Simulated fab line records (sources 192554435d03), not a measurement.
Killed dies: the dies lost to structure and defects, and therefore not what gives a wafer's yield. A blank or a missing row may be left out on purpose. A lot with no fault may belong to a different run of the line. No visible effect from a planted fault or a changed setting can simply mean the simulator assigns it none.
The tool behind it: which one? || flow n5_finfet || Sampling: 11 lots, 33 wafers, 4 of 1938 route steps

WHAT THE GAUGES READ, wafer by wafer
N5_PASSIVATION_OVL_MEAS_63. Usual: for PAD_OVL the level is 2 nm and the standard deviation is 5.7.
{"lot": "L825", "measured": "day 11 13:19", "on": "overlay-02", "PAD_OVL (nm)": "2 1 7", "flag": ""}
{"lot": "L826", "measured": "day 11 21:55", "on": "overlay-01", "PAD_OVL (nm)": "0 -1 2", "flag": ""}
{"lot": "L828", "measured": "day 12 18:38", "on": "overlay-01", "PAD_OVL (nm)": "5 -1 12", "flag": ""}
{"lot": "L829", "measured": "day 12 12:42", "on": "overlay-02", "PAD_OVL (nm)": "5 -4 -2", "flag": ""}
{"lot": "L830", "measured": "day 12 17:42", "on": "overlay-02", "PAD_OVL (nm)": "3 -2 2", "flag": ""}
{"lot": "L831", "measured": "day 12 23:40", "on": "overlay-01", "PAD_OVL (nm)": "0 -3 4", "flag": ""}
{"lot": "L832", "measured": "day 13 08:16", "on": "overlay-02", "PAD_OVL (nm)": "6 7 5", "flag": ""}
{"lot": "L833", "measured": "day 13 14:32", "on": "overlay-01", "PAD_OVL (nm)": "-1 1 6", "flag": ""}
{"lot": "L835", "measured": "day 13 22:56", "on": "overlay-01", "PAD_OVL (nm)": "-6 12 2", "flag": ""}
{"lot": "L840", "measured": "day 15 12:05", "on": "overlay-01", "PAD_OVL (nm)": "2 9 4", "flag": ""}
{"lot": "L844", "measured": "day 16 15:58", "on": "overlay-02", "PAD_OVL (nm)": "-6 0 2", "flag": ""}

N5_PASSIVATION_CD_MEAS_44: target cd 40000 nm. Usual: 39998 nm for cd_nm, sd 3.9.
{"lot": "L825", "measured": "day 11 15:13", "on": "cd_sem-01", "cd_nm (nm)": "39996 39995 40001", "flag": ""}
{"lot": "L826", "measured": "day 11 23:46", "on": "cd_sem-01", "cd_nm (nm)": "39996 40003 40000", "flag": ""}
{"lot": "L828", "measured": "day 12 20:57", "on": "cd_sem-02", "cd_nm (nm)": "39990 39999 39998", "flag": ""}
{"lot": "L829", "measured": "day 12 15:07", "on": "cd_sem-01", "cd_nm (nm)": "40002 39999 40001", "flag": ""}
{"lot": "L830", "measured": "day 12 19:32", "on": "cd_sem-01", "cd_nm (nm)": "40003 40006 40001", "flag": ""}
{"lot": "L831", "measured": "day 13 01:36", "on": "cd_sem-02", "cd_nm (nm)": "40001 40000 40003", "flag": ""}
{"lot": "L832", "measured": "day 13 10:49", "on": "cd_sem-01", "cd_nm (nm)": "39996 39991 39996", "flag": ""}
{"lot": "L833", "measured": "day 13 16:44", "on": "cd_sem-03", "cd_nm (nm)": "39996 39992 40000", "flag": ""}
{"lot": "L835", "measured": "day 14 00:40", "on": "cd_sem-01", "cd_nm (nm)": "40000 39994 40002", "flag": ""}
{"lot": "L840", "measured": "day 15 13:48", "on": "cd_sem-03", "cd_nm (nm)": "39999 39998 39993", "flag": ""}
{"lot": "L844", "measured": "day 16 17:40", "on": "cd_sem-01", "cd_nm (nm)": "39997 39995 40005", "flag": ""}

WHAT TOOL EACH LOT RAN ON (gives the tool, then ch and the chambers of the sampled wafers, and finally the start)
{"lot": "L825", "N5_PMOS_HMC_CHANNEL_EPI_FIN_RECESS_16": "rie_si-06 ch 1,2,3, day 1 18:29", "N5_PASSIVATION_AL_DEP_21": "pvd_sputter-03, day 11 12:49"}
{"lot": "L826", "N5_PMOS_HMC_CHANNEL_EPI_FIN_RECESS_16": "rie_si-06 ch 0,1,2, day 1 23:52", "N5_PASSIVATION_AL_DEP_21": "pvd_sputter-03, day 11 21:18"}
{"lot": "L828", "N5_PMOS_HMC_CHANNEL_EPI_FIN_RECESS_16": "rie_si-06 ch 0,2,3, day 2 11:32", "N5_PASSIVATION_AL_DEP_21": "pvd_sputter-03, day 12 18:08"}
{"lot": "L829", "N5_PMOS_HMC_CHANNEL_EPI_FIN_RECESS_16": "rie_si-06 ch 0,1,2, day 2 17:52", "N5_PASSIVATION_AL_DEP_21": "pvd_sputter-03, day 12 12:12"}
{"lot": "L830", "N5_PMOS_HMC_CHANNEL_EPI_FIN_RECESS_16": "rie_si-02 ch 1,2,3, day 2 23:59", "N5_PASSIVATION_AL_DEP_21": "pvd_sputter-01, day 12 17:12"}
{"lot": "L831", "N5_PMOS_HMC_CHANNEL_EPI_FIN_RECESS_16": "rie_si-03 ch 0,2,3, day 3 05:39", "N5_PASSIVATION_AL_DEP_21": "pvd_sputter-01, day 12 23:10"}
{"lot": "L832", "N5_PMOS_HMC_CHANNEL_EPI_FIN_RECESS_16": "rie_si-03 ch 1,2,3, day 3 12:50", "N5_PASSIVATION_AL_DEP_21": "pvd_sputter-01, day 13 07:38"}
{"lot": "L833", "N5_PMOS_HMC_CHANNEL_EPI_FIN_RECESS_16": "rie_si-03 ch 0,2,3, day 3 17:50", "N5_PASSIVATION_AL_DEP_21": "pvd_sputter-01, day 13 14:02"}
{"lot": "L835", "N5_PMOS_HMC_CHANNEL_EPI_FIN_RECESS_16": "rie_si-03 ch 0,1,3, day 4 05:40", "N5_PASSIVATION_AL_DEP_21": "pvd_sputter-03, day 13 22:19"}
{"lot": "L840", "N5_PMOS_HMC_CHANNEL_EPI_FIN_RECESS_16": "rie_si-03 ch 0,1,2, day 5 11:38", "N5_PASSIVATION_AL_DEP_21": "pvd_sputter-03, day 15 11:28"}
{"lot": "L844", "N5_PMOS_HMC_CHANNEL_EPI_FIN_RECESS_16": "rie_si-03 ch 0,2,3, day 6 12:29", "N5_PASSIVATION_AL_DEP_21": "pvd_sputter-01, day 16 15:28"}
- N5_PMOS_HMC_CHANNEL_EPI_FIN_RECESS_16: chemistry HBr/Cl2, target Si, target depth 54 nm, time 18 s.
- N5_PASSIVATION_AL_DEP_21: deposits Al, target thk 2800 nm, time 170 s.

WHAT THE TOOLS THEMSELVES READ (means of the sampled wafers that have a number; where no wafer has one, the mark that the record gives instead)
N5_PMOS_HMC_CHANNEL_EPI_FIN_RECESS_16. Usual: chamber_pressure_mTorr 10.001 mTorr, standard deviation 0.009; drypump_motor_current_A 5.7 A, standard deviation 0.43; oes_product_au 1.003 a.u., standard deviation 0.017; rf_fwd_power_W 794.9 W, standard deviation 2.7; throttle_valve_pct 35.44 %, standard deviation 0.29.
{"lot": "L825", "tool": "rie_si-06", "chamber_pressure_mTorr (mTorr)": 9.997, "drypump_motor_current_A (A)": 5.9, "oes_product_au (a.u.)": 1.018, "rf_fwd_power_W (W)": 791.7, "throttle_valve_pct (%)": 35.64, "flag": ""}
{"lot": "L826", "tool": "rie_si-06", "chamber_pressure_mTorr (mTorr)": 10.002, "drypump_motor_current_A (A)": 5.6, "oes_product_au (a.u.)": 1.012, "rf_fwd_power_W (W)": 794.9, "throttle_valve_pct (%)": 35.64, "flag": ""}
{"lot": "L828", "tool": "rie_si-06", "chamber_pressure_mTorr (mTorr)": 10.002, "drypump_motor_current_A (A)": 5.8, "oes_product_au (a.u.)": 1.005, "rf_fwd_power_W (W)": 793.3, "throttle_valve_pct (%)": 35.58, "flag": ""}
{"lot": "L829", "tool": "rie_si-06", "chamber_pressure_mTorr (mTorr)": 9.992, "drypump_motor_current_A (A)": 5.6, "oes_product_au (a.u.)": 1.013, "rf_fwd_power_W (W)": 792.2, "throttle_valve_pct (%)": 35.63, "flag": ""}
{"lot": "L830", "tool": "rie_si-02", "chamber_pressure_mTorr (mTorr)": 10.004, "drypump_motor_current_A (A)": 5.6, "oes_product_au (a.u.)": 0.992, "rf_fwd_power_W (W)": 797.6, "throttle_valve_pct (%)": 35.63, "flag": ""}
{"lot": "L831", "tool": "rie_si-03", "chamber_pressure_mTorr (mTorr)": 10.000, "drypump_motor_current_A (A)": 6.0, "oes_product_au (a.u.)": 0.994, "rf_fwd_power_W (W)": 795.4, "throttle_valve_pct (%)": 35.15, "flag": ""}
{"lot": "L832", "tool": "rie_si-03", "chamber_pressure_mTorr (mTorr)": 10.006, "drypump_motor_current_A (A)": 5.6, "oes_product_au (a.u.)": 1.011, "rf_fwd_power_W (W)": 792.2, "throttle_valve_pct (%)": 35.31, "flag": ""}
{"lot": "L833", "tool": "rie_si-03", "chamber_pressure_mTorr (mTorr)": 10.006, "drypump_motor_current_A (A)": 6.0, "oes_product_au (a.u.)": 0.989, "rf_fwd_power_W (W)": 794.5, "throttle_valve_pct (%)": 35.17, "flag": ""}
{"lot": "L835", "tool": "rie_si-03", "chamber_pressure_mTorr (mTorr)": 9.999, "drypump_motor_current_A (A)": 5.8, "oes_product_au (a.u.)": 1.003, "rf_fwd_power_W (W)": 793.2, "throttle_valve_pct (%)": 35.32, "flag": ""}
{"lot": "L840", "tool": "rie_si-03", "chamber_pressure_mTorr (mTorr)": 10.009, "drypump_motor_current_A (A)": 5.7, "oes_product_au (a.u.)": 1.006, "rf_fwd_power_W (W)": 793.8, "throttle_valve_pct (%)": 35.46, "flag": ""}
{"lot": "L844", "tool": "rie_si-03", "chamber_pressure_mTorr (mTorr)": 10.000, "drypump_motor_current_A (A)": 6.0, "oes_product_au (a.u.)": 1.002, "rf_fwd_power_W (W)": 796.2, "throttle_valve_pct (%)": 35.15, "flag": ""}

N5_PASSIVATION_AL_DEP_21. Usual: chamber_pressure_pa 0.4001 Pa, standard deviation 0.00074; throttle_valve_pct 30.0 %, standard deviation 0.67.
{"lot": "L825", "tool": "pvd_sputter-03", "chamber_pressure_pa (Pa)": 0.3996, "throttle_valve_pct (%)": 29.3, "flag": ""}
{"lot": "L826", "tool": "pvd_sputter-03", "chamber_pressure_pa (Pa)": 0.4001, "throttle_valve_pct (%)": 30.2, "flag": ""}
{"lot": "L828", "tool": "pvd_sputter-03", "chamber_pressure_pa (Pa)": 0.4002, "throttle_valve_pct (%)": 29.9, "flag": ""}
{"lot": "L829", "tool": "pvd_sputter-03", "chamber_pressure_pa (Pa)": 0.4001, "throttle_valve_pct (%)": 30.2, "flag": ""}
{"lot": "L830", "tool": "pvd_sputter-01", "chamber_pressure_pa (Pa)": 0.3999, "throttle_valve_pct (%)": 30.3, "flag": ""}
{"lot": "L831", "tool": "pvd_sputter-01", "chamber_pressure_pa (Pa)": 0.4002, "throttle_valve_pct (%)": 29.8, "flag": ""}
{"lot": "L832", "tool": "pvd_sputter-01", "chamber_pressure_pa (Pa)": 0.3999, "throttle_valve_pct (%)": 29.9, "flag": ""}
{"lot": "L833", "tool": "pvd_sputter-01", "chamber_pressure_pa (Pa)": 0.4009, "throttle_valve_pct (%)": 30.1, "flag": ""}
{"lot": "L835", "tool": "pvd_sputter-03", "chamber_pressure_pa (Pa)": 0.3996, "throttle_valve_pct (%)": 29.7, "flag": ""}
{"lot": "L840", "tool": "pvd_sputter-03", "chamber_pressure_pa (Pa)": 0.4004, "throttle_valve_pct (%)": 30.4, "flag": ""}
{"lot": "L844", "tool": "pvd_sputter-01", "chamber_pressure_pa (Pa)": 0.4004, "throttle_valve_pct (%)": 30.3, "flag": ""}

THE ANSWER, worked out from the rows above alone
Rule: a lot counts as off when the mean over its wafers that have a number is more than 3 standard deviations away from the usual mean. Also off: a lot with no number at a reading for which 4 or more lots have one. The other lots that the step has rows for count as sound. After the gauges, taken in route order, come the tools' own readings; for these a lot's mean is taken, as printed above. The first step at which some lot is off is used, and at that step the reading that is off furthest; a lot without a number counts as furthest.
Nothing can be told from this: no lot is off at any reading shown.

WHAT HAD BEEN PUT IN BY THE SIMULATOR
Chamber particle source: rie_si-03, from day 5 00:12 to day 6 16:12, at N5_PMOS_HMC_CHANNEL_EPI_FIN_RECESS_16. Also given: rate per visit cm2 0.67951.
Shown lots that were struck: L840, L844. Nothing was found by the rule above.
